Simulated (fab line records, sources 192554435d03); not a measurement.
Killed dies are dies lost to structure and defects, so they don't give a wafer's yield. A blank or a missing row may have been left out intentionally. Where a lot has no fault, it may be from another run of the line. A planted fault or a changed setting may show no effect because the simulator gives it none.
Matching of chambers ; flow n5Finfet ; 3 sister chambers for N5_SDB_HM_DEP_00 on pecvd-04
The step deposits SiNx from SiH4/NH3/N2, target thk 40 nm, time 35.3 s. 3 wafers are shown with their chamber, then 8 later ones without.

== WAFERS, EACH WITH ITS CHAMBER ==
wafer;chamber;throttleValvePct (%)
L088.2;0;41.2
L088.5;2;37.8
L089.1;1;40.9

== WAFERS WITH NO CHAMBER GIVEN ==
wafer;throttleValvePct (%)
L089.3;41.3
L089.4;41.2
L092.4;38.2
L092.5;41.2
L092.6;41.1
L095.1;41.4
L095.3;41.3
L095.5;38.1

== THE CHAMBER EACH PASSED THROUGH ==
wafer;from the rows above;in truth
L089.3;can't be placed: 0 or 1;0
L089.4;can't be placed: 0 or 1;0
L092.4;2;2
L092.5;can't be placed: 0 or 1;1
L092.6;can't be placed: 0 or 1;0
L095.1;can't be placed: 0 or 1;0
L095.3;can't be placed: 0 or 1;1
L095.5;2;2
Correctly placed: 2 of 8. These rows do not allow placing 6 (true chamber among the candidates in 6). Wrongly placed: 0.
How it was worked out, from the rows above alone: a wafer's distance from a chamber is the root of the sum, over the readings, of the square of ((its reading less the chamber's mean) divided by the reading's scatter). If the next closest chamber is less than 2 further off than the closest, the wafer can't be placed; otherwise it belongs to the closest. Each chamber's mean is taken over the wafers shown for it. The scatter: root of mean squared gap, hidden wafer to nearest shown wafer, with one shown wafer a chamber.
